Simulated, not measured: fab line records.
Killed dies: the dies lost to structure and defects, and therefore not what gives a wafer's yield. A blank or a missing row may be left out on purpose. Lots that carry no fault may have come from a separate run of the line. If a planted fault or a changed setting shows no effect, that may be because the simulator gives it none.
Chamber matching / flow nand_harc / NHARC_P_M1_PRE_CLEAN_32 on pecvd-02: 3 sister chambers
The step time 12 s. 14 wafers are shown with their chamber, then 7 later ones without.

== WAFERS PAIRED WITH THEIR CHAMBERS ==
wafer=L083.2; chamber=2; heater_power_outer_w (W)=397; heater_power_w (W)=736
wafer=L083.4; chamber=2; heater_power_outer_w (W)=393; heater_power_w (W)=725
wafer=L083.6; chamber=0; heater_power_outer_w (W)=361; heater_power_w (W)=662
wafer=L084.2; chamber=1; heater_power_outer_w (W)=482; heater_power_w (W)=766
wafer=L084.4; chamber=2; heater_power_outer_w (W)=376; heater_power_w (W)=683
wafer=L084.6; chamber=1; heater_power_outer_w (W)=480; heater_power_w (W)=771
wafer=L088.1; chamber=0; heater_power_outer_w (W)=328; heater_power_w (W)=591
wafer=L088.5; chamber=1; heater_power_outer_w (W)=459; heater_power_w (W)=705
wafer=L088.6; chamber=2; heater_power_outer_w (W)=381; heater_power_w (W)=712
wafer=L089.1; chamber=0; heater_power_outer_w (W)=391; heater_power_w (W)=681
wafer=L089.4; chamber=1; heater_power_outer_w (W)=463; heater_power_w (W)=728
wafer=L089.5; chamber=2; heater_power_outer_w (W)=372; heater_power_w (W)=687
wafer=L090.3; chamber=2; heater_power_outer_w (W)=396; heater_power_w (W)=716
wafer=L090.4; chamber=0; heater_power_outer_w (W)=371; heater_power_w (W)=665

SIGNATURES (averages over the wafers above)
reading=heater_power_outer_w; chamber 0=362.75; chamber 1=471.00; chamber 2=385.83; scatter within a chamber=16.7
reading=heater_power_w; chamber 0=649.75; chamber 1=742.50; chamber 2=709.83; scatter within a chamber=30.1
Rule: for a wafer and a chamber, the distance is found by dividing, reading by reading, the gap between the wafer's reading and the chamber's mean by the reading's scatter, squaring, summing and taking the root. If the next closest chamber is less than 2 further off than the closest, the wafer can't be placed; otherwise it belongs to the closest. How the scatter is found: for the shown wafers, subtract from each reading the mean of its chamber, square and add these, divide the total by (wafers less chambers), then take the root.

== WAFERS WHOSE CHAMBER IS MISSING ==
wafer=L090.6; heater_power_outer_w (W)=403; heater_power_w (W)=714
wafer=L093.2; heater_power_outer_w (W)=317; heater_power_w (W)=616
wafer=L093.3; heater_power_outer_w (W)=496; heater_power_w (W)=791
wafer=L093.5; heater_power_outer_w (W)=395; heater_power_w (W)=710
wafer=L095.2; heater_power_outer_w (W)=455; heater_power_w (W)=743
wafer=L095.5; heater_power_outer_w (W)=387; heater_power_w (W)=706
wafer=L095.6; heater_power_outer_w (W)=394; heater_power_w (W)=671

== WHICH CHAMBER EACH WENT THROUGH ==
wafer=L090.6; from the rows above=2; in truth=2
wafer=L093.2; from the rows above=0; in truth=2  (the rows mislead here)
wafer=L093.3; from the rows above=1; in truth=1
wafer=L093.5; from the rows above=2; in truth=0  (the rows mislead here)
wafer=L095.2; from the rows above=1; in truth=1
wafer=L095.5; from the rows above=2; in truth=2
wafer=L095.6; from the rows above=can't be placed: 2 or 0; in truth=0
Correct placement for 4 of the 7. Cannot be placed on the basis of these rows: 1; the candidates contain the true chamber in 1. Placed wrongly: 2.
